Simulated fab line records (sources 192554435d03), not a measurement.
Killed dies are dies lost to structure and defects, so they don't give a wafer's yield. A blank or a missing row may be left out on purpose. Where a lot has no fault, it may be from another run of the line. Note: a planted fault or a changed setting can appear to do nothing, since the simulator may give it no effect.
Split-lot study | flow n5-finfet | 7 lots, 39 wafers read, on a route of 1938 steps

## THE SPLIT
At N5_BEOL_M13_SPUTTER_43 (material TaN, target thk 15 nm, time 24.19 s), the setting time-s was moved away from the recipe's 24.19 s on 15 of the 39 wafers read, by -55.4% to +44.5%. This setting was run at the recipe's value on the other wafers.

## FROM THE SPLIT TO THE READING: what the file shows between them, 4 steps
- N5_BEOL_M13_SPUTTER_44: material Ta, target thk 10 nm, time 16.13 s
- N5_BEOL_M13_SPUTTER_45: material Cu, target thk 80 nm, time 13.33 s
- N5_BEOL_M13_ECD_47: material Cu, target thk 936 nm
- N5_BEOL_M13_ANNEAL_48: time 90 s

## THE READING
barrier-field-endpoint-s, in s, at N5_BEOL_M13_CMP_49 (polishes, stops on SiOC, t overpolish 17.1 s, target thk 420 nm). On this fab line, fault-free wafers typically give 30.5 s with a standard deviation of 0.82 s.

wafer  | tool, chamber at the split | time-s as run, s | against the recipe | barrier-field-endpoint-s, s | against lot-mates on the recipe
L077.2 | pvd-sputter-02, -          | 24.19            | recipe             | 31.5                        | -
L077.1 | pvd-sputter-02, -          | 24.19            | recipe             | 30.3                        | -
L077.5 | pvd-sputter-02, -          | 24.19            | recipe             | 31.5                        | -
L082.4 | pvd-sputter-02, -          | 24.19            | recipe             | 29.2                        | -
L082.2 | pvd-sputter-02, -          | 24.19            | recipe             | 30.6                        | -
L082.3 | pvd-sputter-02, -          | 24.19            | recipe             | 28.9                        | -
L082.1 | pvd-sputter-02, -          | 24.19            | recipe             | 30.1                        | -
L082.5 | pvd-sputter-02, -          | 24.19            | recipe             | 30.0                        | -
L082.6 | pvd-sputter-02, -          | 24.19            | recipe             | 29.6                        | -
L083.2 | pvd-sputter-03, -          | 34.96            | +44.5%             | 37.8                        | +7.2
L083.4 | pvd-sputter-03, -          | 24.19            | recipe             | 30.0                        | -
L083.3 | pvd-sputter-03, -          | 34.96            | +44.5%             | 39.0                        | +8.4
L083.1 | pvd-sputter-03, -          | 34.96            | +44.5%             | 38.7                        | +8.1
L083.5 | pvd-sputter-03, -          | 24.19            | recipe             | 31.6                        | -
L083.6 | pvd-sputter-03, -          | 24.19            | recipe             | 30.1                        | -
L090.4 | pvd-sputter-03, -          | 24.19            | recipe             | 31.0                        | -
L090.1 | pvd-sputter-03, -          | 24.19            | recipe             | 31.6                        | -
L090.2 | pvd-sputter-03, -          | 10.8             | -55.4%             | 20.7                        | -10.5
L090.3 | pvd-sputter-03, -          | 10.8             | -55.4%             | 20.5                        | -10.7
L090.6 | pvd-sputter-03, -          | 24.19            | recipe             | 31.0                        | -
L090.5 | pvd-sputter-03, -          | 10.8             | -55.4%             | 21.5                        | -9.7
L095.2 | pvd-sputter-02, -          | 24.19            | recipe             | 29.4                        | -
L095.4 | pvd-sputter-02, -          | 24.19            | recipe             | 28.8                        | -
L095.1 | pvd-sputter-02, -          | 29.14            | +20.5%             | 33.9                        | +4.6
L095.3 | pvd-sputter-02, -          | 24.19            | recipe             | 29.6                        | -
L095.6 | pvd-sputter-02, -          | 29.14            | +20.5%             | 31.8                        | +2.5
L095.5 | pvd-sputter-02, -          | 29.14            | +20.5%             | 33.2                        | +3.9
L096.4 | pvd-sputter-01, -          | 24.19            | recipe             | 29.7                        | -
L096.1 | pvd-sputter-01, -          | 24.19            | recipe             | 30.9                        | -
L096.3 | pvd-sputter-01, -          | 33.04            | +36.6%             | 36.9                        | +6.7
L096.2 | pvd-sputter-01, -          | 24.19            | recipe             | 30.1                        | -
L096.6 | pvd-sputter-01, -          | 33.04            | +36.6%             | 36.6                        | +6.4
L096.5 | pvd-sputter-01, -          | 33.04            | +36.6%             | 38.4                        | +8.2
L097.2 | pvd-sputter-02, -          | 24.19            | recipe             | 29.7                        | -
L097.3 | pvd-sputter-02, -          | 24.19            | recipe             | 31.5                        | -
L097.4 | pvd-sputter-02, -          | 17.97            | -25.7%             | 25.6                        | -4.7
L097.1 | pvd-sputter-02, -          | 24.19            | recipe             | 29.7                        | -
L097.6 | pvd-sputter-02, -          | 17.97            | -25.7%             | 25.3                        | -5.0
L097.5 | pvd-sputter-02, -          | 17.97            | -25.7%             | 26.8                        | -3.5

FIT RESULTS
A straight line over all 39 wafers: barrier-field-endpoint-s changes by +0.175 s for each +1% of time-s; r = +0.98; the points scatter about the line by 0.88 s.
The same after taking each lot's own level away (the mean of its wafers on the recipe; 39 wafers): +0.184 s for each +1%; r = +0.99; scatter 0.65 s.
On that fit, the largest move of time-s shifts the reading by 10 s.
Across the lots, their own levels run from 29.27 to 31.20 s, a range of 2.4 times the standard deviation given above.
Consequently the slope shifts little with the lot-to-lot level, the two slopes agreeing.
Check: for one of the wafers moved furthest among these (-55.4%), held out of the fit, the line's prediction against its lot-mates is -10.1 s. Against them it came out at -10.5 s.

## THE OTHER SPLITS THESE WAFERS WENT THROUGH
Other splits were also applied to these wafers ahead of the reading. Each is held against what the fit with the lots' levels taken away leaves over:
other split on the same wafers     | wafers away from the commonest value | r with barrier-field-endpoint-s (lot level and that fit taken away)
N5_BEOL_M4_ILD_DEP_00 time-s       | 18                                   | +0.04
N5_BEOL_M6_ETCH_62 time-s          | 18                                   | -0.22
N5_BEOL_M8_ILD_DEP_00 target-thk-a | 15                                   | -0.05
N5_BEOL_M11_CURE_72 time-s         | 12                                   | -0.11

## THE WHOLE CHAIN: every reading that the file lists as answering this split, in the file's order
step                   | what it does                                                    | reading                                                                            | change (the file's fit)              | r (the file's)
N5_BEOL_M13_SPUTTER_43 | material TaN, target thk 15 nm, time 24.19 s                    | TaN_of_BEOL_M13_SPUTTER_43.thk-nm (the simulator's own value, which no gauge read) | +0.15 nm for each +1% of the setting | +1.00
N5_BEOL_M13_CMP_49     | polishes, stops on SiOC, t overpolish 17.1 s, target thk 420 nm | barrier-field-endpoint-s                                                           | +0.183 s for each +1% of the setting | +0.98

## THE FILE'S OWN FIT
barrier-field-endpoint-s changes by +0.183 s for each +1% of time-s, r = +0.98.
